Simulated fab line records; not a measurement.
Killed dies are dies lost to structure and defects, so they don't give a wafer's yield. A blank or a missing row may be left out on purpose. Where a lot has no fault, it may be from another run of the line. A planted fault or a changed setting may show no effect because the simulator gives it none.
Split-lot study | flow n5 finfet | 21 wafers read from 7 lots, route of 1938 steps

SPLIT DETAILS
At N5_MOL_CONTACT_COAG_VIA_ETCH_117 (etches SiO2 in C4F6/O2, target depth 40 nm, overetch 8 nm, time 26 s), the setting bias w was moved away from the recipe's 455 W on 9 of the 21 wafers read, by -17.4% to +17.0%. For the rest of the wafers, this setting stayed at what the recipe calls for.

The reading comes from the split's own step.

THE READING
rf vpp V, in V, at N5_MOL_CONTACT_COAG_VIA_ETCH_117 (etches SiO2 in C4F6/O2, target depth 40 nm, overetch 8 nm, time 26 s). On this fab line, fault-free wafers typically give 1593 V with a standard deviation of 21 V.

wafer  | tool, chamber at the split | bias w as run, W | against the recipe | rf vpp V, V | against lot-mates on the recipe
L076.1 | rie diel-03, 0             | 455              | recipe             | 1595        | -
L076.3 | rie diel-03, 2             | 455              | recipe             | 1586        | -
L076.4 | rie diel-03, 1             | 455              | recipe             | 1580        | -
L086.2 | rie diel-06, 1             | 455              | recipe             | 1560        | -
L086.3 | rie diel-06, 3             | 375.9            | -17.4%             | 1368        | -192
L086.4 | rie diel-06, 3             | 375.9            | -17.4%             | 1370        | -190
L087.1 | rie diel-06, 3             | 455              | recipe             | 1580        | -
L087.2 | rie diel-06, 0             | 455              | recipe             | 1614        | -
L087.6 | rie diel-06, 0             | 406.8            | -10.6%             | 1484        | -113
L089.1 | rie diel-06, 2             | 455              | recipe             | 1619        | -
L089.4 | rie diel-06, 3             | 455              | recipe             | 1580        | -
L089.5 | rie diel-06, 1             | 396.6            | -12.8%             | 1406        | -194
L090.2 | rie diel-06, 0             | 529              | +16.3%             | 1805        | +185
L090.4 | rie diel-06, 3             | 529              | +16.3%             | 1766        | +146
L090.5 | rie diel-06, 2             | 455              | recipe             | 1620        | -
L092.2 | rie diel-03, 3             | 525.3            | +15.5%             | 1800        | +189
L092.3 | rie diel-03, 2             | 455              | recipe             | 1611        | -
L092.4 | rie diel-03, 3             | 525.3            | +15.5%             | 1798        | +187
L094.1 | rie diel-01, 2             | 455              | recipe             | 1555        | -
L094.5 | rie diel-01, 3             | 455              | recipe             | 1591        | -
L094.6 | rie diel-01, 2             | 532.2            | +17.0%             | 1748        | +175

THE FIT
A straight line over all 21 wafers: rf vpp V changes by +12.3 V for each +1% of bias w; r = +0.98; the points scatter about the line by 24 V.
The same after taking each lot's own level away (the mean of its wafers on the recipe; 21 wafers): +11.3 V for each +1%; r = +0.99; scatter 18 V.
According to that fit, moving bias w by its largest amount changes the reading by 2e+02 V.
Across the lots, their own levels run from 1560.0 to 1620.0 V, a range of 2.9 times the standard deviation given above.
The two slopes agree, so the slope changes little with the lot-to-lot level.
Check: with one of the wafers moved furthest among these (-17.4%) left out of the fit, the line predicts -201 V for it against its lot-mates. It came out at -192 V against them.
Tool readings at the split's step, against how far the setting was moved: rf vpp V r = +0.98.

THE OTHER SPLITS THESE WAFERS WENT THROUGH
Note: prior to the reading, these wafers also went through further splits. Each is held against what the fit with the lots' levels taken away leaves over:
other split on the same wafers      | wafers away from the commonest value | r with rf vpp V (lot level and that fit taken away)
N5_HKMG_FIN_EXPOSE_09 dose mj       | 6                                    | +0.23
N5_GATE_CUT_COAT_07 spin rpm        | 6                                    | -0.37
N5_GATE_CUT_DESCUM_18 time s        | 5                                    | +0.00
N5_MOL_CONTACT_COAG_ETCH_105 bias w | 11                                   | +0.21
N5_MOL_CONTACT_COAG_ETCH_110 bias w | 3                                    | +0.33

THE FILE'S OWN FIT
rf vpp V changes by +11.4 V for each +1% of bias w, r = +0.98.
